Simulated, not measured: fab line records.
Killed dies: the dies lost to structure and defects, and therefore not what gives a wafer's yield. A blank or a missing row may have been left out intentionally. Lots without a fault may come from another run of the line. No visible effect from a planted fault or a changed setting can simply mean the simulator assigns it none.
Struck lot and sound lot, side by side ; flow n5 finfet ; 17 out of 1938 route steps
Sound: wafers L600.4, L600.5, L600.6. Struck: wafers L596.2, L596.3, L596.6. Last of all comes the cause.
For every step that has rows: the tool of each side, followed by ch and its chambers, followed by its first start. Under that, the readings that differ: sound wafers ; struck wafers ; difference of the means ; sigmas: that difference in standard deviations of wafers without a fault.
alike: a reading whose means differ by less than 2 such deviations, as well as words and numbers matching on both sides. not compared: withheld readings; readings where some wafer has no value; bounds like >300 that might hide an equal value; numbers whose values overlap and for which the record gives no deviation.
Wherever a step has rows on one side only, a row that says differs or no value, or a row with sigmas, the two part there. Numbers that have no deviation but don't overlap get no sigmas and don't part them. A reading that every wafer of one side lacks parts them only if that side has two wafers or more.

first, 11 steps without rows for these wafers: N5_MOL_CONTACT_COAG_VIA_ETCH_117 (etches SiO2 in C4F6/O2, target depth 40 nm, overetch 8 nm, time 26 s); N5_MOL_CONTACT_COAG_ETCH_124 (etches SiNx in CH3F/O2, stops on SiOC, target depth 6.5 nm); N5_MOL_CONTACT_COAG_ETCH_48 (etches SiOC in C4F6/O2, target depth 15 nm, overetch 4.5 nm, time 17 s); N5_MOL_CONTACT_COAG_STRIP_72 (strips in N2/H2); N5_MOL_CONTACT_COAG_STRIP_49 (strips in N2/H2, time 30 s); N5_MOL_CONTACT_COAG_PRECLEAN_138 (cleans in alkaline clean, time 60 s); N5_MOL_CONTACT_COAG_SRD_139 (time 30 s); N5_MOL_CONTACT_COAG_PRE_CLEAN_121; N5_MOL_CONTACT_COAG_CVD_140 (deposits W, target thk 66.5 nm, time 215 s); N5_MOL_CONTACT_COAG_PRECLEAN_127 (cleans in DIW, time 57.5 s); N5_MOL_CONTACT_COAG_SRD_128 (dry time 32 s).
N5_MOL_CONTACT_COAG_CMP_52: polishes, stops on SiO2, t overpolish 1.5 s, target thk 66.5 nm.
  sound on cmp-02 ch 1,2, day 10 23:28; struck on cmp-02 ch 0,1, day 9 21:02
  no value came back on the struck wafers for any of 5 readings (edge zone pressure frac, head pressure psi (psi) and others); on the sound wafers edge zone pressure frac reads 0.998 0.992 1.007
N5_MOL_CONTACT_COAG_THK_MEAS_53:
  sound on film metro-01, day 10 23:45; struck on film metro-02, day 9 21:17
reading;sound;struck;difference;sigmas
VIA_MOL_THK (nm);44.3 44.5 43.6;- - -;no value on the struck wafers;
then, 1 step without rows for these wafers: N5_MOL_CONTACT_COAG_ANNEAL_112 (time 1800 s).
N5_MOL_CONTACT_COAG_INSPECT_97: inspects for defects (darkfield).
  sound on defect inspect-01, day 11 05:38; struck on defect inspect-01, day 10 00:22
reading;sound;struck;difference;sigmas
raw defect count;34 44 40;1410 1318 1307;+1306;+93
N5_BEOL_M4_RC_MEAS_101:
  the record has rows for the sound wafers here (prober-01 ch 0, day 15 20:11) and none for the struck ones
-- a jump in the record: the struck wafers' starts before and after are 7 days apart (it breaks off in module BEOL_M4 and resumes in module PASSIVATION, where the first step shown is number 1936 of the route) --
N5_PASSIVATION_PROBE_49:
  only the struck wafers here have rows in the record (prober-02, day 17 12:14); the sound ones have none

## WHERE THEY PART
Earliest at N5_MOL_CONTACT_COAG_CMP_52; latest, in this record, at N5_PASSIVATION_PROBE_49.

WHY: whatever the simulator had introduced
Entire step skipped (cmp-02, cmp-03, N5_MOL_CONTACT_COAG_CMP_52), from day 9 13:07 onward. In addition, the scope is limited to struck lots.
